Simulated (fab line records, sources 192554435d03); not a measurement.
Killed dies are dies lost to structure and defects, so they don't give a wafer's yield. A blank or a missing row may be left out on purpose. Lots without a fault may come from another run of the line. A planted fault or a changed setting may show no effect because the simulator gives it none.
One fault seen from 2 desks | flow n5_finfet | each desk has only its own numbers; what lay behind them comes last

THE TOOL OWNER'S DESK: litho_track-01
The tool's own readings at N5_BEOL_M4_COAT_68 (time 60 s, resist thk 12 nm): means of the sampled wafers that have a number, for each lot that ran on this tool. A lot is out of limits, marked OUT, if its mean lies more than 4 standard deviations from the usual mean; the brackets give that distance.
Columns: A = dispense_pressure_kPa at N5_BEOL_M4_COAT_68, usual 47.5 kPa; B = spin_speed_rpm at N5_BEOL_M4_COAT_68, usual 1499.8 rpm
lot  | first seen here | A    | B
L246 | day 8 09:13     | 46.1 | 1499.5
L247 | day 8 19:46     | 46.1 | 1499.4
L257 | day 10 23:25    | 46.1 | 1657.7 (+99 or more) OUT
L256 | day 11 06:56    | 46.1 | 1657.6 (+99 or more) OUT
L259 | day 11 11:43    | 46.2 | 1656.3 (+99 or more) OUT
This desk's finding: out of limits on L256, L257, L259; first on L257, day 10 23:25 (spin_speed_rpm at N5_BEOL_M4_COAT_68). In limits: L246, L247.

THE METROLOGY DESK
What the gauges read, lot by lot, whatever tool the lot ran on: means of the sampled wafers that have a number. A lot is out of limits, marked OUT, if its mean lies more than 4 standard deviations from the usual mean; the brackets give that distance. Of its 11 readings 7 are shown: those that lie furthest out on some lot.
Columns: A = DIBL_N at N5_BEOL_M4_RC_MEAS_101, usual 37.0 mV/V; B = DIBL_P at N5_BEOL_M4_RC_MEAS_101, usual 36.7 mV/V; C = IOFF_N at N5_BEOL_M4_RC_MEAS_101, usual 0.17 nA/um; D = IOFF_P at N5_BEOL_M4_RC_MEAS_101, usual 0.22 nA/um; E = SS_N at N5_BEOL_M4_RC_MEAS_101, usual 71.6 mV/dec; F = SS_P at N5_BEOL_M4_RC_MEAS_101, usual 73.4 mV/dec; G = VT_P at N5_BEOL_M4_RC_MEAS_101, usual -250 mV
lot  | first seen here | A    | B    | C    | D    | E    | F    | G
L243 | day 7 22:41     | 35.3 | 35.0 | 0.14 | 0.17 | 71.3 | 72.6 | -254
L246 | day 8 09:30     | 36.8 | 36.4 | 0.18 | 0.25 | 71.7 | 73.4 | -246
L247 | day 8 20:02     | 36.7 | 35.4 | 0.15 | 0.19 | 71.2 | 73.2 | -249
L257 | day 10 23:42    | 34.5 | 34.8 | 0.13 | 0.19 | 70.5 | 73.3 | -251
L256 | day 11 07:13    | 33.3 | 32.9 | 0.11 | 0.15 | 70.3 | 72.2 | -258
L259 | day 11 12:08    | 38.2 | 37.8 | 0.20 | 0.26 | 71.4 | 73.3 | -244
L261 | day 13 02:39    | 39.4 | 39.1 | 0.22 | 0.25 | 72.1 | 73.9 | -250
L263 | day 13 05:32    | 36.8 | 36.0 | 0.15 | 0.21 | 71.9 | 73.1 | -250
L266 | day 13 05:47    | 37.3 | 36.2 | 0.16 | 0.22 | 71.3 | 73.3 | -248
This desk's finding: nothing out of limits on any of the 9 lots.

PUT TOGETHER
The tool owner's desk could have raised an alarm at day 10 23:25, on L256, L257, L259.
The metrology desk saw nothing out of limits.
The metrology desk has L256, L257, L259 on record, within its limits.
Of the lots named, all ran N5_BEOL_M4_COAT_68 on litho_track-01.

WHAT THE SIMULATOR HAD PUT IN
Process parameter drift: litho_track-01, from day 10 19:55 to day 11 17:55, at N5_BEOL_M4_COAT_68. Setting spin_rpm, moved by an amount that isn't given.
Lots struck among those shown: L256, L257, L259.
Hours from the fault's start to each desk's first reading out of limits: the tool owner's desk, 4.
